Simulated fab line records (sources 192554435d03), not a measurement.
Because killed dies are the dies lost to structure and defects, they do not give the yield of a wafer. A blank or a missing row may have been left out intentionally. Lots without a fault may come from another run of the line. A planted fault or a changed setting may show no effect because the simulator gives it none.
Which tool was responsible? | flow n5_finfet | 9 lots, 26 wafers sampled, at 7 steps of a route of 1938

== WHAT THE GAUGES READ, wafer by wafer ==
N5_FIN_SAQP_THK_MEAS_05. Usual: thk_nm reads 38.0 nm (standard deviation 0.51).
lot  | measured    | on            | thk_nm (nm)    | flag
L829 | day 3 03:10 | film_metro-01 | 37.4 37.3 37.9 |
L830 | day 3 09:12 | film_metro-02 | 37.5 37.6 37.9 |
L831 | day 3 16:14 | film_metro-02 | 37.7 37.4 38.5 |
L833 | day 4 04:41 | film_metro-01 | 38.1 38.2      |
L836 | day 4 22:11 | film_metro-01 | 37.3 37.7 38.3 |
L843 | day 6 17:17 | film_metro-01 | 37.2 37.5 37.8 |
L844 | day 6 20:51 | film_metro-02 | 37.7 37.8 38.1 |
L846 | day 7 09:14 | film_metro-02 | 38.1 37.6 37.9 |
L847 | day 7 15:08 | film_metro-02 | 38.1 38.2 39.0 |

N5_FIN_SAQP_INSPECT_18: inspects for defects (brightfield). Usual: raw_defect_count reads 393 (standard deviation 100).
lot  | measured    | on                | raw_defect_count | flag
L829 | day 3 03:47 | defect_inspect-01 | 309 392 449      |
L830 | day 3 09:58 | defect_inspect-01 | 395 256 318      |
L831 | day 3 17:00 | defect_inspect-02 | 373 235 311      |
L833 | day 4 05:23 | defect_inspect-02 | 356 485          |
L836 | day 4 22:56 | defect_inspect-02 | 278 402 279      |
L843 | day 6 18:03 | defect_inspect-01 | 321 251 1539     | OFF
L844 | day 6 21:36 | defect_inspect-01 | 418 351 340      |
L846 | day 7 09:59 | defect_inspect-01 | 472 342 457      |
L847 | day 7 15:46 | defect_inspect-02 | 462 331 363      |

N5_FIN_CUT_INSPECT_10: inspects for defects (brightfield). Usual: raw_defect_count reads 43 (standard deviation 14).
lot  | measured    | on                | raw_defect_count | flag
L829 | day 3 10:25 | defect_inspect-01 | 40 35 40         |
L830 | day 3 15:40 | defect_inspect-01 | 43 36 23         |
L831 | day 3 21:43 | defect_inspect-01 | 42 22 37         |
L833 | day 4 11:28 | defect_inspect-01 | 38 48            |
L836 | day 5 06:03 | defect_inspect-02 | 30 33 40         |
L843 | day 6 22:56 | defect_inspect-02 | 50 27 1245       | OFF
L844 | day 7 02:37 | defect_inspect-02 | 37 36 36         |
L846 | day 7 14:49 | defect_inspect-02 | 45 41 40         |
L847 | day 7 21:04 | defect_inspect-02 | 37 26 33         |

N5_BEOL_M4_RC_MEAS_101. Usual: DIBL_N 36.1 mV/V, standard deviation 1.5; DIBL_P 36.1 mV/V, standard deviation 1.9; IOFF_N 0.159 nA/um, standard deviation 0.029; IOFF_P 0.21 nA/um, standard deviation 0.038; ION_N 675 uA/um, standard deviation 11; ION_P 464 uA/um, standard deviation 8.1; SS_N 71.5 mV/dec, standard deviation 0.57; SS_P 73.3 mV/dec, standard deviation 0.64; VT_N 249 mV, standard deviation 3.1; VT_P -250 mV, standard deviation 3.8.
lot  | measured     | on        | DIBL_N (mV/V)  | DIBL_P (mV/V)  | IOFF_N (nA/um)    | IOFF_P (nA/um) | ION_N (uA/um) | ION_P (uA/um) | SS_N (mV/dec)  | SS_P (mV/dec)  | VT_N (mV)   | VT_P (mV)      | flag
L829 | day 9 02:39  | prober-01 | 34.6 37.2 35.8 | 34.2 38.0 36.5 | 0.129 0.189 0.154 | 0.18 0.25 0.22 | 665 684 676   | 463 471 469   | 71.2 72.2 71.4 | 72.7 74.2 73.1 | 252 248 248 | -254 -248 -250 |
L830 | day 9 07:42  | prober-02 | 38.1 36.5 37.6 | 37.4 35.2 35.9 | 0.169 0.151 0.170 | 0.23 0.20 0.20 | 670 679 669   | 461 469 458   | 72.0 71.3 71.9 | 73.6 73.0 73.2 | 250 249 247 | -250 -250 -251 |
L831 | day 9 09:17  | prober-01 | 41.1 36.9 38.0 | 40.4 36.6 37.7 | 0.279 0.175 0.186 | 0.29 0.21 0.23 | 694 679 684   | 470 460 465   | 72.1 71.8 72.0 | 74.6 73.2 74.4 | 245 249 247 | -248 -252 -251 |
L833 | day 10 04:53 | prober-02 | 37.8 36.9      | 37.7 36.1      | 0.172 0.151       | 0.25 0.23      | 677 676       | 474 466       | 71.8 71.4      | 73.7 73.1      | 247 249     | -246 -247      |
L836 | day 11 05:29 | prober-01 | 33.0 36.2 33.8 | 32.4 35.5 33.0 | 0.104 0.145 0.109 | 0.15 0.18 0.15 | 660 664 668   | 446 456 453   | 70.9 71.4 71.1 | 72.5 73.0 72.2 | 255 252 256 | -254 -253 -254 |
L843 | day 12 12:51 | prober-01 | 36.9 36.9 36.4 | 39.4 39.2 38.2 | 0.195 0.187 0.174 | 0.25 0.23 0.22 | 675 673 671   | 465 463 462   | 71.8 72.0 72.4 | 74.3 74.5 74.7 | 247 249 250 | -247 -252 -248 |
L844 | day 12 17:18 | prober-01 | 37.1 36.9 38.5 | 36.9 37.2 39.3 | 0.177 0.184 0.213 | 0.26 0.28 0.31 | 686 691 702   | 476 481 479   | 72.1 71.4 72.2 | 73.8 73.1 73.5 | 245 248 244 | -245 -241 -241 |
L846 | day 13 18:02 | prober-02 | 37.1 37.5 37.6 | 37.1 37.7 37.6 | 0.173 0.192 0.198 | 0.30 0.32 0.31 | 677 689 686   | 479 481 473   | 71.4 72.1 72.0 | 73.3 73.7 74.3 | 246 247 245 | -241 -242 -244 |
L847 | day 14 09:27 | prober-01 | 36.2 36.6 34.8 | 36.8 36.4 36.0 | 0.181 0.180 0.168 | 0.23 0.23 0.23 | 684 680 686   | 469 468 473   | 71.1 70.9 71.5 | 73.3 72.5 73.6 | 247 246 244 | -247 -248 -247 |

== WHICH TOOL RAN EACH LOT (tool, then ch and the chambers of the sampled wafers, then the start) ==
lot  | N5_FIN_SAQP_ALD_61               | N5_FIN_SAQP_DENSIFY_62          | N5_FIN_SAQP_PECVD_47
L829 | ald_sin-03 ch 0,2, day 3 02:26   | rtp_anneal-02 ch 0, day 3 02:52 | pecvd-04 ch 1,2, day 3 03:11
L830 | ald_sin-01 ch 0,2,3, day 3 08:33 | rtp_anneal-02 ch 0, day 3 08:54 | pecvd-04 ch 0,1,2, day 3 09:14
L831 | ald_sin-01 ch 1,2, day 3 15:07   | rtp_anneal-02 ch 0, day 3 15:58 | pecvd-01 ch 0,1,2, day 3 16:17
L833 | ald_sin-01 ch 1,3, day 4 04:05   | rtp_anneal-02 ch 0, day 4 04:23 | pecvd-03 ch 0,1, day 4 04:44
L836 | ald_sin-03 ch 0,1,2, day 4 21:40 | rtp_anneal-02 ch 0, day 4 21:52 | pecvd-03 ch 0,1,2, day 4 22:13
L843 | ald_sin-01 ch 0,1,2, day 6 16:47 | rtp_anneal-01 ch 0, day 6 17:01 | pecvd-01 ch 0,1,2, day 6 17:20
L844 | ald_sin-03 ch 0,1,3, day 6 20:20 | rtp_anneal-02 ch 0, day 6 20:33 | pecvd-01 ch 0,1, day 6 20:53
L846 | ald_sin-03 ch 1,2, day 7 08:44   | rtp_anneal-02 ch 0, day 7 08:56 | pecvd-01 ch 1,2, day 7 09:16
L847 | ald_sin-03 ch 0,2, day 7 14:25   | rtp_anneal-02 ch 0, day 7 14:50 | pecvd-03 ch 0,2, day 7 15:10
- N5_FIN_SAQP_ALD_61: deposits SiO2, target thk 4 nm, pulse time 1 s, purge time 2 s.
- N5_FIN_SAQP_DENSIFY_62: time 60 s.
- N5_FIN_SAQP_PECVD_47: deposits a-Si from SiH4/He, target thk 45 nm, time 36.3 s.

== AS READ BY THE TOOLS THEMSELVES (means over the sampled wafers that have a number; for cases with no such wafer, the mark the record gives instead) ==
N5_FIN_SAQP_ALD_61. Usual: heater_power_w 469 W, standard deviation 41; precursor_pulse_height_rel 0.999, standard deviation 0.02.
lot  | tool       | heater_power_w (W) | precursor_pulse_height_rel | flag
L829 | ald_sin-03 | 492                | 1.005                      |
L830 | ald_sin-01 | 502                | 0.980                      |
L831 | ald_sin-01 | 491                | 1.009                      |
L833 | ald_sin-01 | 497                | 1.012                      |
L836 | ald_sin-03 | 447                | 1.002                      |
L843 | ald_sin-01 | 490                | 1.008                      |
L844 | ald_sin-03 | 466                | 0.999                      |
L846 | ald_sin-03 | 432                | 0.992                      |
L847 | ald_sin-03 | 467                | 0.984                      |

N5_FIN_SAQP_DENSIFY_62. Usual: lamp_power_pct 9.85 %, standard deviation 0.053; lamp_zone_6_pct 9.771 %, standard deviation 0.0091; wafer_temp_C_max 703.4, standard deviation 0.64.
lot  | tool          | lamp_power_pct (%) | lamp_zone_6_pct (%) | wafer_temp_C_max | flag
L829 | rtp_anneal-02 | 9.84               | 9.777               | 703.2            |
L830 | rtp_anneal-02 | 9.85               | 9.769               | 703.4            |
L831 | rtp_anneal-02 | 9.82               | 9.776               | 703.4            |
L833 | rtp_anneal-02 | 9.87               | 9.776               | 703.1            |
L836 | rtp_anneal-02 | 9.81               | 9.769               | 704.0            |
L843 | rtp_anneal-01 | 9.91               | 9.776               | 703.6            |
L844 | rtp_anneal-02 | 9.91               | 9.769               | 703.6            |
L846 | rtp_anneal-02 | 9.79               | 9.775               | 703.4            |
L847 | rtp_anneal-02 | 9.86               | 9.773               | 703.9            |

N5_FIN_SAQP_PECVD_47. Usual: heater_power_w 783 W, standard deviation 100; showerhead_plenum_p_Torr 5.69 Torr, standard deviation 0.052; throttle_valve_pct 18.6 %, standard deviation 1.2.
lot  | tool     | heater_power_w (W) | showerhead_plenum_p_Torr (Torr) | throttle_valve_pct (%) | flag
L829 | pecvd-04 | 872                | 5.65                            | 18.4                   |
L830 | pecvd-04 | 837                | 5.65                            | 18.3                   |
L831 | pecvd-01 | 716                | 5.73                            | 19.1                   |
L833 | pecvd-03 | 700                | 5.67                            | 18.8                   |
L836 | pecvd-03 | 748                | 5.67                            | 18.2                   |
L843 | pecvd-01 | 765                | 5.72                            | 19.3                   |
L844 | pecvd-01 | 836                | 5.71                            | 19.2                   |
L846 | pecvd-01 | 776                | 5.69                            | 18.6                   |
L847 | pecvd-03 | 899                | 5.65                            | 18.6                   |

== THE ANSWER, worked out from the rows above alone ==
Rule: a lot counts as off when the mean over its wafers that have a number is more than 3 standard deviations away from the usual mean. Also off: a lot with no number at a reading for which 4 or more lots have one. All remaining lots with rows at the step are treated as sound. First the gauges in route order, then the tools' own readings, where a lot's mean is used as printed above. At the first step where some lot is off, the reading lying furthest off is the one used; lots without a number count as furthest.
Off: L843, at N5_FIN_SAQP_INSPECT_18 (raw_defect_count).
If a tool, at a process step before that reading, ran all the lots that are off and no sound lot after the first of them, it fits. The gauges at N5_FIN_SAQP_INSPECT_18 aren't tried: what is off there is off at N5_FIN_CUT_INSPECT_10 too, on other tools, and a gauge's error can't cause that. 2 tools fit, ald_sin-01 at N5_FIN_SAQP_ALD_61 and rtp_anneal-01 at N5_FIN_SAQP_DENSIFY_62, so this cannot tell which one it is.

== WHAT THE SIMULATOR HAD PUT IN ==
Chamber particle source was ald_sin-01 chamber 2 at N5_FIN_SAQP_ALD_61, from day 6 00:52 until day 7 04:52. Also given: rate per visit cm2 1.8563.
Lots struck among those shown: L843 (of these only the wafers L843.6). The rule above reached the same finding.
